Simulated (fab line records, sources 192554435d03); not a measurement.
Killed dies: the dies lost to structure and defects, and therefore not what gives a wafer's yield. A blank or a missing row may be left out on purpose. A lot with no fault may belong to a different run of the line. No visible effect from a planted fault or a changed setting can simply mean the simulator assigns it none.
Chamber matching	flow n5-finfet	N5_BEOL_M11_DESCUM_16 on rie-diel-03 has 4 sister chambers
The step chemistry O2, time 7.9 s. 4 wafers are shown with their chamber, then 8 later ones without.

## WAFERS PAIRED WITH THEIR CHAMBERS
wafer	chamber	drypump-motor-current-A (A)
L087.4	2	5.51
L087.5	1	6.25
L087.6	0	5.39
L093.1	3	5.22

## WAFERS WITHOUT THEIR CHAMBER
wafer	drypump-motor-current-A (A)
L093.3	6.25
L093.4	5.39
L095.2	6.24
L095.3	5.58
L095.5	5.20
L096.1	5.39
L096.2	5.23
L096.3	5.56

## WHICH CHAMBER EACH ONE RAN IN
wafer	from the rows above	in truth
L093.3	1	1
L093.4	0	0
L095.2	1	1
L095.3	2	2
L095.5	3	3
L096.1	0	0
L096.2	3	3
L096.3	2	2
8 of 8 placed correctly. Number that these rows cannot place: 0. 0 placed wrongly.
How it was worked out, from the rows above alone: a wafer's distance from a chamber is the root of the sum, over the readings, of the square of ((its reading less the chamber's mean) divided by the reading's scatter). The wafer belongs to the nearest chamber; if the next one is less than 2 further off, it can't be placed. The mean given for a chamber averages the wafers shown for that chamber. The scatter: root of mean squared gap, hidden wafer to nearest shown wafer, with one shown wafer a chamber.
